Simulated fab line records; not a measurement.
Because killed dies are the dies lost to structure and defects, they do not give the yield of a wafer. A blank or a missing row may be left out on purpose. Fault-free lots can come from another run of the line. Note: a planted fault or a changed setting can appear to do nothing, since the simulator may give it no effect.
A single fault, viewed from 3 desks ; flow nand harc ; every desk sees just its own numbers, and what lay behind them comes last

FROM THE METROLOGY DESK
Lot by lot, what the gauges showed, no matter which tool ran the lot: averages of those sampled wafers that carry a number. Marked OUT: a lot whose mean sits more than 4 standard deviations from the usual mean, which makes it out of limits; the brackets give that distance.
Columns: A = cd nm at NHARC_A_M1_CD_MEAS_09, usual 119.8 nm
lot;first seen here;A
L839;day 23 05:45;120.1
L842;day 24 03:05;119.9
L843;day 24 11:23;119.5
L844;day 24 16:18;119.4
L845;day 24 17:32;120.0
L846;day 26 01:48;120.3
L851;day 27 21:55;119.4
L857;day 30 09:33;119.2
L859;day 30 23:37;119.5
L860;day 31 13:19;120.0
L862;day 32 08:31;120.1
Result from this desk: across the 11 lots, nothing is out of limits.

THE DEFECT DESK
What the inspections along the route counted, lot by lot: means of the sampled wafers that have a number. Marked OUT: a lot whose mean sits more than 4 standard deviations from the usual mean, which makes it out of limits; the brackets give that distance.
Columns: A = raw defect count at NHARC_A_M1_INSPECT_27, usual 532
lot;first seen here;A
L839;day 23 08:32;472
L842;day 24 05:50;443
L843;day 24 14:10;501
L844;day 24 19:07;603
L845;day 24 20:20;508
L846;day 26 04:39;636
L851;day 28 00:41;398
L857;day 30 12:19;634
L859;day 31 02:22;508
L860;day 31 16:08;576
L862;day 32 12:04;439
Result from this desk: across the 11 lots, nothing is out of limits.

DESK OF THE TOOL OWNER: ecd cu-02
The tool's own readings at NHARC_A_M1_ECD_22 (material Cu, target thk 400 nm): means of the sampled wafers that have a number, for each lot that ran on this tool. Marked OUT: a lot whose mean sits more than 4 standard deviations from the usual mean, which makes it out of limits; the brackets give that distance.
Columns: A = bath temp c at NHARC_A_M1_ECD_22, usual 24.99 C
lot;first seen here;A
L842;day 24 04:44;25.10
L844;day 24 17:55;25.04
L845;day 24 19:08;24.99
L857;day 30 11:10;24.96
L859;day 31 01:11;25.07
Result from this desk: across the 5 lots, nothing is out of limits.

BROUGHT TOGETHER
At the metrology desk, nothing out of limits was observed.
Nothing the defect desk looked at was out of limits.
The tool owner's desk saw nothing out of limits.

WHAT WAS PUT IN BY THE SIMULATOR
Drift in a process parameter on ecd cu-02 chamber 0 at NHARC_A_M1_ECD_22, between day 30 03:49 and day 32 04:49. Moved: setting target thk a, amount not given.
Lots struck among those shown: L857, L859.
